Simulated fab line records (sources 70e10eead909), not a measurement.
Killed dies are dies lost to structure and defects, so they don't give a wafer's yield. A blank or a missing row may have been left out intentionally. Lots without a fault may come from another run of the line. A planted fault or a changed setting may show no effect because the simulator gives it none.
Chamber matching || flow nandHarc || rieDiel-02 running NHARC_P_GATE_DESCUM_48: 4 sister chambers
The step chemistry O2, time 3 s. 4 wafers are shown with their chamber, then 10 later ones without.

== WAFERS WITH THEIR CHAMBER ==
{"wafer": "L078.5", "chamber": 0, "showerheadPlenumPTorr (Torr)": 1.97}
{"wafer": "L084.1", "chamber": 3, "showerheadPlenumPTorr (Torr)": 1.85}
{"wafer": "L087.3", "chamber": 1, "showerheadPlenumPTorr (Torr)": 1.89}
{"wafer": "L087.4", "chamber": 2, "showerheadPlenumPTorr (Torr)": 1.93}

== WAFERS WITHOUT THEIR CHAMBER ==
{"wafer": "L087.5", "showerheadPlenumPTorr (Torr)": 1.85}
{"wafer": "L090.1", "showerheadPlenumPTorr (Torr)": 1.96}
{"wafer": "L090.2", "showerheadPlenumPTorr (Torr)": 1.89}
{"wafer": "L090.4", "showerheadPlenumPTorr (Torr)": 1.93}
{"wafer": "L091.2", "showerheadPlenumPTorr (Torr)": 1.89}
{"wafer": "L091.3", "showerheadPlenumPTorr (Torr)": 1.93}
{"wafer": "L091.4", "showerheadPlenumPTorr (Torr)": 1.85}
{"wafer": "L094.1", "showerheadPlenumPTorr (Torr)": 1.85}
{"wafer": "L094.2", "showerheadPlenumPTorr (Torr)": 1.89}
{"wafer": "L094.4", "showerheadPlenumPTorr (Torr)": 1.96}

== WHICH CHAMBER EACH ONE RAN IN ==
{"wafer": "L087.5", "from the rows above": 3, "in truth": 3}
{"wafer": "L090.1", "from the rows above": 0, "in truth": 0}
{"wafer": "L090.2", "from the rows above": 1, "in truth": 1}
{"wafer": "L090.4", "from the rows above": 2, "in truth": 2}
{"wafer": "L091.2", "from the rows above": 1, "in truth": 1}
{"wafer": "L091.3", "from the rows above": 2, "in truth": 2}
{"wafer": "L091.4", "from the rows above": 3, "in truth": 3}
{"wafer": "L094.1", "from the rows above": 3, "in truth": 3}
{"wafer": "L094.2", "from the rows above": 1, "in truth": 1}
{"wafer": "L094.4", "from the rows above": 0, "in truth": 0}
Placed correctly: 10 of 10. Can't be placed from these rows: 0. 0 placed wrongly.
How it was worked out, from the rows above alone: a wafer's distance from a chamber is the root of the sum, over the readings, of the square of ((its reading less the chamber's mean) divided by the reading's scatter). If the next closest chamber is less than 2 further off than the closest, the wafer can't be placed; otherwise it belongs to the closest. A chamber's mean is the mean of its shown wafers. The scatter: with one shown wafer a chamber, the root of the mean of the squares of how far each hidden wafer lies from its nearest shown one.
